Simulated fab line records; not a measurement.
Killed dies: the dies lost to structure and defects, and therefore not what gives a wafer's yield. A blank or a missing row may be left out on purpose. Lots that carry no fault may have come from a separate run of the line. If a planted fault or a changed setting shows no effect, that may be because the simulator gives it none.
Which of the tools did it? + flow nand_harc + 66 wafers from 22 lots sampled at 6 of the route's 1159 steps

## WHAT THE GAUGES READ, wafer by wafer
No reading from a measuring or inspecting step in the record can be judged against a usual standard deviation.

## WHICH TOOL RAN EACH LOT (tool, then ch and the chambers of the sampled wafers, then the start)
| lot  | NHARC_A_CONTACT_ETCH_75            | NHARC_A_CONTACT_ETCH_124             | NHARC_A_CONTACT_ETCH_132             | NHARC_A_CONTACT_ETCH_30                       | NHARC_A_CONTACT_ETCH_136             | NHARC_A_BLC_CMP_25            |
|------|------------------------------------|--------------------------------------|--------------------------------------|-----------------------------------------------|--------------------------------------|-------------------------------|
| L075 | rie_diel-03 ch 2,3, day 17 03:00   | har_cap_etch-01 ch 0,1, day 17 04:25 | har_cap_etch-01 ch 0,1, day 17 05:36 | rie_diel-10 ch 0,3, day 17 12:22 or earlier   | har_cap_etch-01 ch 0,1, day 17 12:22 | cmp-01 ch 0,2,3, day 18 00:27 |
| L076 | rie_diel-03 ch 0,2, day 17 06:38   | har_cap_etch-02 ch 0,1, day 17 08:12 | har_cap_etch-02 ch 0,1, day 17 09:23 | rie_diel-10 ch 0,2, day 17 19:26 or earlier   | har_cap_etch-01 ch 0,1, day 17 19:26 | cmp-01 ch 0,2,3, day 18 02:32 |
| L074 | rie_diel-06 ch 1,2,3, day 17 12:11 | har_cap_etch-02 ch 0,1, day 17 13:13 | har_cap_etch-02 ch 0,1, day 17 14:24 | rie_diel-06 ch 1,2,3, day 17 20:38 or earlier | har_cap_etch-02 ch 0,1, day 17 20:38 | cmp-01 ch 1,2,3, day 18 03:22 |
| L078 | rie_diel-06 ch 2,3, day 17 14:25   | har_cap_etch-03 ch 1, day 17 15:29   | har_cap_etch-03 ch 1, day 17 16:41   | rie_diel-10 ch 0,2,3, day 17 23:24 or earlier | har_cap_etch-03 ch 0,1, day 17 23:24 | cmp-03 ch 0,1,2, day 18 07:01 |
| L079 | rie_diel-03 ch 0,1,2, day 17 20:37 | har_cap_etch-01 ch 0,1, day 17 21:44 | har_cap_etch-01 ch 0,1, day 17 22:56 | rie_diel-03 ch 0,1,2, day 18 04:18 or earlier | har_cap_etch-03 ch 0, day 18 04:18   | cmp-03 ch 1,2,3, day 18 14:40 |
| L081 | rie_diel-06 ch 0,2,3, day 18 01:49 | har_cap_etch-01 ch 0,1, day 18 02:51 | har_cap_etch-01 ch 0,1, day 18 04:02 | rie_diel-10 ch 0,1, day 18 11:51 or earlier   | har_cap_etch-01 ch 0,1, day 18 11:51 | cmp-01 ch 1,2,3, day 18 21:25 |
| L080 | rie_diel-03 ch 0,1,2, day 18 05:23 | har_cap_etch-02 ch 0,1, day 18 06:28 | har_cap_etch-02 ch 0,1, day 18 07:39 | rie_diel-03 ch 2,3, day 18 13:12 or earlier   | har_cap_etch-03 ch 0,1, day 18 13:12 | cmp-01 ch 0,1,3, day 18 22:13 |
| L082 | rie_diel-06 ch 2,3, day 19 07:58   | har_cap_etch-03 ch 0,1, day 19 09:07 | har_cap_etch-03 ch 0,1, day 19 10:17 | rie_diel-10 ch 0,3, day 19 19:58 or earlier   | har_cap_etch-01 ch 0,1, day 19 19:58 | cmp-01 ch 1,2,3, day 20 04:54 |
| L085 | rie_diel-03 ch 1,3, day 19 12:37   | har_cap_etch-02 ch 0,1, day 19 13:38 | har_cap_etch-02 ch 0,1, day 19 14:50 | rie_diel-06 ch 0,2,3, day 19 21:23 or earlier | har_cap_etch-02 ch 0,1, day 19 21:23 | cmp-02 ch 0,1,3, day 20 09:07 |
| L084 | rie_diel-10 ch 0,3, day 19 15:56   | har_cap_etch-03 ch 0,1, day 19 17:22 | har_cap_etch-03 ch 0,1, day 19 18:32 | rie_diel-10 ch 2,3, day 20 01:10 or earlier   | har_cap_etch-03 ch 0,1, day 20 01:10 | cmp-02 ch 1,2, day 20 14:48   |
| L086 | rie_diel-03 ch 0,2,3, day 19 22:01 | har_cap_etch-03 ch 0,1, day 19 23:09 | har_cap_etch-03 ch 0,1, day 20 00:19 | rie_diel-03 ch 0,1,3, day 20 05:41 or earlier | har_cap_etch-01 ch 0,1, day 20 05:41 | cmp-02 ch 0,2,3, day 20 15:16 |
| L087 | rie_diel-03 ch 0,1,3, day 19 23:31 | har_cap_etch-02 ch 0,1, day 20 00:34 | har_cap_etch-02 ch 0,1, day 20 01:45 | rie_diel-06 ch 0,2,3, day 20 09:47 or earlier | har_cap_etch-01 ch 0,1, day 20 09:47 | cmp-02 ch 0,1, day 20 19:44   |
| L088 | rie_diel-06 ch 1,2, day 20 06:11   | har_cap_etch-03 ch 0,1, day 20 07:21 | har_cap_etch-03 ch 0,1, day 20 08:53 | rie_diel-10 ch 0,2,3, day 20 15:22 or earlier | har_cap_etch-01 ch 0,1, day 20 15:22 | cmp-02 ch 0,1, day 20 22:49   |
| L089 | rie_diel-10 ch 2,3, day 20 21:36   | har_cap_etch-03 ch 0,1, day 20 22:40 | har_cap_etch-03 ch 0,1, day 20 23:51 | rie_diel-03 ch 0,2, day 21 05:16 or earlier   | har_cap_etch-01 ch 0,1, day 21 05:16 | cmp-03 ch 0,1,3, day 21 17:53 |
| L090 | rie_diel-03 ch 0,1,3, day 20 22:11 | har_cap_etch-02 ch 0,1, day 20 23:16 | har_cap_etch-02 ch 0,1, day 21 00:28 | rie_diel-03 ch 0,3, day 21 06:31 or earlier   | har_cap_etch-03 ch 0, day 21 06:31   | cmp-03 ch 0,3, day 21 18:36   |
| L092 | rie_diel-03 ch 1,2,3, day 21 02:47 | har_cap_etch-03 ch 0,1, day 21 03:50 | har_cap_etch-03 ch 0,1, day 21 05:02 | rie_diel-06 ch 0,1,3, day 21 12:31 or earlier | har_cap_etch-02 ch 0,1, day 21 12:31 | cmp-03 ch 1,2, day 21 20:23   |
| L091 | rie_diel-10 ch 2,3, day 21 03:23   | har_cap_etch-02 ch 0,1, day 21 04:31 | har_cap_etch-02 ch 0,1, day 21 05:41 | rie_diel-10 ch 2,3, day 21 12:47 or earlier   | har_cap_etch-03 ch 0,1, day 21 12:47 | cmp-01 ch 0,2,3, day 21 20:34 |
| L093 | rie_diel-10 ch 0,1,3, day 21 10:19 | har_cap_etch-01 ch 0,1, day 21 11:23 | har_cap_etch-01 ch 0,1, day 21 12:34 | rie_diel-03 ch 0,1,2, day 21 20:45 or earlier | har_cap_etch-02 ch 0, day 21 20:45   | cmp-03 ch 0,1,3, day 22 05:11 |
| L096 | rie_diel-03 ch 0,3, day 21 23:41   | har_cap_etch-02 ch 0,1, day 22 00:52 | har_cap_etch-02 ch 0,1, day 22 02:26 | rie_diel-10 ch 1,2,3, day 22 12:56 or earlier | har_cap_etch-02 ch 0,1, day 22 12:56 | cmp-02 ch 0,3, day 22 22:47   |
| L095 | rie_diel-03 ch 0,2,3, day 22 04:19 | har_cap_etch-03 ch 0,1, day 22 05:21 | har_cap_etch-03 ch 0,1, day 22 06:32 | rie_diel-03 ch 0,3, day 22 12:14 or earlier   | har_cap_etch-01 ch 0,1, day 22 12:14 | cmp-01 ch 0,3, day 22 19:02   |
| L094 | rie_diel-10 ch 1,2,3, day 22 04:40 | har_cap_etch-01 ch 0,1, day 22 06:15 | har_cap_etch-01 ch 0,1, day 22 07:25 | rie_diel-03 ch 0,1,3, day 22 13:07 or earlier | har_cap_etch-03 ch 0,1, day 22 13:07 | cmp-03 ch 0,1,3, day 23 02:06 |
| L097 | rie_diel-06 ch 0,1, day 22 13:44   | har_cap_etch-03 ch 0,1, day 22 15:09 | har_cap_etch-03 ch 0,1, day 22 16:20 | rie_diel-03 ch 0,1, day 22 23:49 or earlier   | har_cap_etch-03 ch 0,1, day 22 23:49 | cmp-02 ch 0,3, day 23 07:10   |
- NHARC_A_CONTACT_ETCH_75: etches the open film in CF4, target depth 39 nm, time 65 s.
- NHARC_A_CONTACT_ETCH_124: etches the open film in C4F8/O2/Ar, time 140 s, target depth 700 nm.
- NHARC_A_CONTACT_ETCH_132: etches the open film in C4F8/O2/Ar, time 156 s, target depth 958 nm.
- NHARC_A_CONTACT_ETCH_30: etches the open film in CF4/CHF3, target depth 60.5 nm, time 30.2 s.
- NHARC_A_CONTACT_ETCH_136: etches the open film in C4F8/O2/Ar, time 132 s, target depth 1287 nm.
- NHARC_A_BLC_CMP_25: polishes, t overpolish 30 s, target thk 150 nm.

## AS READ BY THE TOOLS THEMSELVES (means over the sampled wafers that have a number; for cases with no such wafer, the mark the record gives instead)
NHARC_A_CONTACT_ETCH_75. Usual: cf4_flow_sccm is 150.0 sccm with standard deviation 0.41, chamber_pressure_mTorr is 50.01 mTorr with standard deviation 0.04, drypump_motor_current_A is 5.8 A with standard deviation 0.4, oes_product_au is 1.000 a.u. with standard deviation 0.009, rf_vpp_V is 151.0 V with standard deviation 1.1, showerhead_plenum_p_Torr is 1.76 Torr with standard deviation 0.061, and throttle_valve_pct is 13.284 % with standard deviation 0.0094.
| lot  | tool        | cf4_flow_sccm (sccm) | chamber_pressure_mTorr (mTorr) | drypump_motor_current_A (A) | oes_product_au (a.u.) | rf_vpp_V (V) | showerhead_plenum_p_Torr (Torr) | throttle_valve_pct (%) | flag |
|------|-------------|----------------------|--------------------------------|-----------------------------|-----------------------|--------------|---------------------------------|------------------------|------|
| L075 | rie_diel-03 | 150.0                | 49.99                          | 5.7                         | 0.999                 | 152.2        | 1.85                            | 13.283                 |      |
| L076 | rie_diel-03 | 150.2                | 49.96                          | 5.9                         | 0.998                 | 152.2        | 1.83                            | 13.293                 |      |
| L074 | rie_diel-06 | 149.8                | 49.98                          | 5.7                         | 1.002                 | 151.4        | 1.75                            | 13.289                 |      |
| L078 | rie_diel-06 | 150.1                | 50.00                          | 5.9                         | 1.007                 | 151.6        | 1.76                            | 13.291                 |      |
| L079 | rie_diel-03 | 149.8                | 49.99                          | 5.9                         | 1.007                 | 150.7        | 1.76                            | 13.289                 |      |
| L081 | rie_diel-06 | 149.9                | 50.04                          | 5.9                         | 1.008                 | 151.2        | 1.76                            | 13.289                 |      |
| L080 | rie_diel-03 | 149.9                | 50.00                          | 5.9                         | 0.995                 | 151.2        | 1.76                            | 13.280                 |      |
| L082 | rie_diel-06 | 150.3                | 50.02                          | 5.6                         | 1.000                 | 150.7        | 1.74                            | 13.281                 |      |
| L085 | rie_diel-03 | 150.4                | 49.99                          | 5.7                         | 1.000                 | 150.6        | 1.71                            | 13.273                 |      |
| L084 | rie_diel-10 | 150.0                | 50.00                          | 5.3                         | 0.996                 | 151.1        | 1.73                            | 13.287                 |      |
| L086 | rie_diel-03 | 150.3                | 50.02                          | 5.9                         | 0.998                 | 151.1        | 1.79                            | 13.285                 |      |
| L087 | rie_diel-03 | 150.1                | 50.03                          | 6.0                         | 0.994                 | 150.2        | 1.73                            | 13.281                 |      |
| L088 | rie_diel-06 | 149.8                | 50.03                          | 5.6                         | 1.011                 | 150.8        | 1.73                            | 13.286                 |      |
| L089 | rie_diel-10 | 149.8                | 50.03                          | 5.9                         | 0.995                 | 151.0        | 1.75                            | 13.275                 |      |
| L090 | rie_diel-03 | 150.4                | 49.98                          | 6.0                         | 0.997                 | 150.7        | 1.73                            | 13.285                 |      |
| L092 | rie_diel-03 | 149.8                | 50.00                          | 5.7                         | 1.002                 | 151.5        | 1.78                            | 13.282                 |      |
| L091 | rie_diel-10 | 149.8                | 49.96                          | 5.5                         | 0.989                 | 150.9        | 1.72                            | 13.285                 |      |
| L093 | rie_diel-10 | 150.2                | 50.03                          | 5.8                         | 0.992                 | 150.6        | 1.73                            | 13.280                 |      |
| L096 | rie_diel-03 | 149.7                | 50.04                          | 6.2                         | 1.000                 | 150.9        | 1.74                            | 13.283                 |      |
| L095 | rie_diel-03 | 150.0                | 50.03                          | 6.0                         | 0.998                 | 151.5        | 1.79                            | 13.292                 |      |
| L094 | rie_diel-10 | 150.1                | 50.00                          | 6.0                         | 0.998                 | 149.9        | 1.72                            | 13.287                 |      |
| L097 | rie_diel-06 | 149.7                | 50.02                          | 5.9                         | 0.999                 | 150.5        | 1.75                            | 13.279                 |      |

NHARC_A_CONTACT_ETCH_124. Usual: chamber_pressure_mTorr at 20.000 mTorr, with a standard deviation of 0.016.
| lot  | tool            | chamber_pressure_mTorr (mTorr) | flag |
|------|-----------------|--------------------------------|------|
| L075 | har_cap_etch-01 | 20.005                         |      |
| L076 | har_cap_etch-02 | 20.006                         |      |
| L074 | har_cap_etch-02 | 20.004                         |      |
| L078 | har_cap_etch-03 | 19.999                         |      |
| L079 | har_cap_etch-01 | 20.016                         |      |
| L081 | har_cap_etch-01 | 20.002                         |      |
| L080 | har_cap_etch-02 | 19.998                         |      |
| L082 | har_cap_etch-03 | 20.008                         |      |
| L085 | har_cap_etch-02 | 19.987                         |      |
| L084 | har_cap_etch-03 | 20.005                         |      |
| L086 | har_cap_etch-03 | 19.992                         |      |
| L087 | har_cap_etch-02 | 19.992                         |      |
| L088 | har_cap_etch-03 | 20.000                         |      |
| L089 | har_cap_etch-03 | 19.997                         |      |
| L090 | har_cap_etch-02 | 20.001                         |      |
| L092 | har_cap_etch-03 | 19.989                         |      |
| L091 | har_cap_etch-02 | 19.991                         |      |
| L093 | har_cap_etch-01 | 19.998                         |      |
| L096 | har_cap_etch-02 | 20.002                         |      |
| L095 | har_cap_etch-03 | 20.003                         |      |
| L094 | har_cap_etch-01 | 19.990                         |      |
| L097 | har_cap_etch-03 | 19.987                         |      |

NHARC_A_CONTACT_ETCH_132. Usual: chamber_pressure_mTorr at 20.003 mTorr, with a standard deviation of 0.019.
| lot  | tool            | chamber_pressure_mTorr (mTorr) | flag |
|------|-----------------|--------------------------------|------|
| L075 | har_cap_etch-01 | 20.012                         |      |
| L076 | har_cap_etch-02 | 19.981                         |      |
| L074 | har_cap_etch-02 | 20.012                         |      |
| L078 | har_cap_etch-03 | 19.984                         |      |
| L079 | har_cap_etch-01 | 20.000                         |      |
| L081 | har_cap_etch-01 | 19.995                         |      |
| L080 | har_cap_etch-02 | 19.998                         |      |
| L082 | har_cap_etch-03 | 20.010                         |      |
| L085 | har_cap_etch-02 | 20.012                         |      |
| L084 | har_cap_etch-03 | 19.993                         |      |
| L086 | har_cap_etch-03 | 20.004                         |      |
| L087 | har_cap_etch-02 | 19.993                         |      |
| L088 | har_cap_etch-03 | 20.013                         |      |
| L089 | har_cap_etch-03 | 20.007                         |      |
| L090 | har_cap_etch-02 | 20.004                         |      |
| L092 | har_cap_etch-03 | 20.007                         |      |
| L091 | har_cap_etch-02 | 20.016                         |      |
| L093 | har_cap_etch-01 | 20.000                         |      |
| L096 | har_cap_etch-02 | 20.012                         |      |
| L095 | har_cap_etch-03 | 20.019                         |      |
| L094 | har_cap_etch-01 | 20.008                         |      |
| L097 | har_cap_etch-03 | 20.000                         |      |

NHARC_A_CONTACT_ETCH_30. Usual: cf4_flow_sccm is 100.0 sccm with standard deviation 0.32, chamber_pressure_mTorr is 25.000 mTorr with standard deviation 0.021, drypump_motor_current_A is 5.8 A with standard deviation 0.45, oes_product_au is 0.930 a.u. with standard deviation 0.015, rf_vpp_V is 370.3 V with standard deviation 2, showerhead_plenum_p_Torr is 1.57 Torr with standard deviation 0.053, and throttle_valve_pct is 16.802 % with standard deviation 0.0096.
| lot  | tool        | cf4_flow_sccm (sccm) | chamber_pressure_mTorr (mTorr) | drypump_motor_current_A (A) | oes_product_au (a.u.) | rf_vpp_V (V) | showerhead_plenum_p_Torr (Torr) | throttle_valve_pct (%) | flag |
|------|-------------|----------------------|--------------------------------|-----------------------------|-----------------------|--------------|---------------------------------|------------------------|------|
| L075 | rie_diel-10 | 100.3                | 24.984                         | 5.4                         | 0.932                 | 371.6        | 1.57                            | 16.802                 |      |
| L076 | rie_diel-10 | 100.1                | 24.992                         | 6.0                         | 0.943                 | 372.0        | 1.60                            | 16.807                 |      |
| L074 | rie_diel-06 | 100.2                | 24.998                         | 5.7                         | 0.931                 | 370.2        | 1.56                            | 16.799                 |      |
| L078 | rie_diel-10 | 99.9                 | 24.993                         | 5.6                         | 0.927                 | 370.4        | 1.57                            | 16.799                 |      |
| L079 | rie_diel-03 | 99.8                 | 24.997                         | 5.9                         | 0.929                 | 370.4        | 1.57                            | 16.788                 |      |
| L081 | rie_diel-10 | 100.2                | 24.978                         | 6.3                         | 0.930                 | 370.2        | 1.55                            | 16.800                 |      |
| L080 | rie_diel-03 | 100.1                | 24.990                         | 5.7                         | 0.972                 | 372.9        | 1.64                            | 16.802                 |      |
| L082 | rie_diel-10 | 99.9                 | 24.994                         | 5.3                         | 0.935                 | 370.0        | 1.57                            | 16.800                 |      |
| L085 | rie_diel-06 | 99.5                 | 25.007                         | 5.9                         | 0.922                 | 369.7        | 1.57                            | 16.811                 |      |
| L084 | rie_diel-10 | 99.8                 | 24.988                         | 5.6                         | 0.922                 | 369.4        | 1.53                            | 16.805                 |      |
| L086 | rie_diel-03 | 100.2                | 24.998                         | 6.0                         | 0.921                 | 369.5        | 1.54                            | 16.800                 |      |
| L087 | rie_diel-06 | 100.1                | 25.020                         | 5.9                         | 0.932                 | 370.8        | 1.57                            | 16.802                 |      |
| L088 | rie_diel-10 | 99.8                 | 25.019                         | 5.6                         | 0.922                 | 370.4        | 1.56                            | 16.797                 |      |
| L089 | rie_diel-03 | 100.0                | 25.001                         | 6.1                         | 0.924                 | 370.7        | 1.58                            | 16.803                 |      |
| L090 | rie_diel-03 | 99.9                 | 25.004                         | 5.9                         | 0.924                 | 370.0        | 1.57                            | 16.798                 |      |
| L092 | rie_diel-06 | 100.3                | 25.003                         | 6.0                         | 0.925                 | 370.8        | 1.58                            | 16.806                 |      |
| L091 | rie_diel-10 | 99.9                 | 25.017                         | 5.6                         | 0.926                 | 368.9        | 1.52                            | 16.792                 |      |
| L093 | rie_diel-03 | 99.9                 | 24.994                         | 5.9                         | 0.930                 | 370.6        | 1.57                            | 16.802                 |      |
| L096 | rie_diel-10 | 100.0                | 25.022                         | 6.0                         | 0.920                 | 369.2        | 1.53                            | 16.808                 |      |
| L095 | rie_diel-03 | 100.0                | 25.007                         | 6.0                         | 0.964                 | 370.1        | 1.57                            | 16.799                 |      |
| L094 | rie_diel-03 | 100.3                | 25.006                         | 6.0                         | 0.923                 | 369.7        | 1.54                            | 16.799                 |      |
| L097 | rie_diel-03 | 100.0                | 25.011                         | 6.2                         | 0.914                 | 368.6        | 1.52                            | 16.808                 |      |

NHARC_A_CONTACT_ETCH_136. Usual: chamber_pressure_mTorr at 19.998 mTorr, with a standard deviation of 0.02.
| lot  | tool            | chamber_pressure_mTorr (mTorr) | flag |
|------|-----------------|--------------------------------|------|
| L075 | har_cap_etch-01 | 20.004                         |      |
| L076 | har_cap_etch-01 | 20.011                         |      |
| L074 | har_cap_etch-02 | 20.005                         |      |
| L078 | har_cap_etch-03 | 19.978                         |      |
| L079 | har_cap_etch-03 | 19.973                         |      |
| L081 | har_cap_etch-01 | 20.003                         |      |
| L080 | har_cap_etch-03 | 19.988                         |      |
| L082 | har_cap_etch-01 | 19.995                         |      |
| L085 | har_cap_etch-02 | 20.018                         |      |
| L084 | har_cap_etch-03 | 20.002                         |      |
| L086 | har_cap_etch-01 | 19.991                         |      |
| L087 | har_cap_etch-01 | 19.973                         |      |
| L088 | har_cap_etch-01 | 19.993                         |      |
| L089 | har_cap_etch-01 | 19.998                         |      |
| L090 | har_cap_etch-03 | 20.001                         |      |
| L092 | har_cap_etch-02 | 19.990                         |      |
| L091 | har_cap_etch-03 | 19.995                         |      |
| L093 | har_cap_etch-02 | 20.006                         |      |
| L096 | har_cap_etch-02 | 20.002                         |      |
| L095 | har_cap_etch-01 | 19.999                         |      |
| L094 | har_cap_etch-03 | 20.005                         |      |
| L097 | har_cap_etch-03 | 19.998                         |      |

NHARC_A_BLC_CMP_25. Usual: motor_current_A 11.9 A, standard deviation 1.1; overpolish_run_s 30.000 s, standard deviation 0.0091; retaining_ring_pressure_frac 1.000, standard deviation 0.0049; time_to_endpoint_s 30.1 s, standard deviation 2.5.
| lot  | tool   | motor_current_A (A) | overpolish_run_s (s) | retaining_ring_pressure_frac | time_to_endpoint_s (s) | flag |
|------|--------|---------------------|----------------------|------------------------------|------------------------|------|
| L075 | cmp-01 | 11.9                | 30.001               | 0.998                        | 31.0                   |      |
| L076 | cmp-01 | 12.0                | 30.004               | 0.997                        | 32.2                   |      |
| L074 | cmp-01 | 12.0                | 29.995               | 0.999                        | 32.8                   |      |
| L078 | cmp-03 | 12.1                | 29.998               | 1.001                        | 30.7                   |      |
| L079 | cmp-03 | 12.6                | 30.002               | 1.000                        | 29.0                   |      |
| L081 | cmp-01 | 11.4                | 29.994               | 1.001                        | 34.3                   |      |
| L080 | cmp-01 | 11.9                | 30.004               | 1.002                        | 32.1                   |      |
| L082 | cmp-01 | 11.1                | 30.001               | 1.004                        | 29.0                   |      |
| L085 | cmp-02 | 11.2                | 30.001               | 1.000                        | 27.7                   |      |
| L084 | cmp-02 | 11.1                | 30.007               | 0.994                        | 30.9                   |      |
| L086 | cmp-02 | 11.9                | 30.001               | 1.000                        | 31.3                   |      |
| L087 | cmp-02 | 10.8                | 29.996               | 1.003                        | 29.1                   |      |
| L088 | cmp-02 | 10.7                | 30.002               | 1.003                        | 28.7                   |      |
| L089 | cmp-03 | 12.8                | 30.005               | 1.000                        | 29.3                   |      |
| L090 | cmp-03 | 12.3                | 30.001               | 0.999                        | 27.8                   |      |
| L092 | cmp-03 | 12.5                | 30.000               | 1.000                        | 30.5                   |      |
| L091 | cmp-01 | 12.3                | 29.998               | 1.001                        | 29.4                   |      |
| L093 | cmp-03 | 13.2                | 30.007               | 0.998                        | 29.9                   |      |
| L096 | cmp-02 | 11.3                | 30.009               | 1.003                        | 25.6                   |      |
| L095 | cmp-01 | 12.3                | 30.011               | 0.998                        | 29.5                   |      |
| L094 | cmp-03 | 12.7                | 29.992               | 1.003                        | 29.0                   |      |
| L097 | cmp-02 | 11.3                | 29.998               | 1.003                        | 25.5                   |      |

## THE ANSWER, worked out from the rows above alone
Rule: lot off if the mean of its wafers having a number is beyond 3 standard deviations from the usual mean. A lot without any number at a reading at which 4 lots or more have one is off too. The other lots that the step has rows for count as sound. First the gauges in route order, then the tools' own readings, where a lot's mean is used as printed above. At the first step where some lot is off, the reading lying furthest off is the one used; lots without a number count as furthest.
None of the lots is off at any reading shown; this tells nothing.

## WHAT HAD BEEN PUT IN BY THE SIMULATOR
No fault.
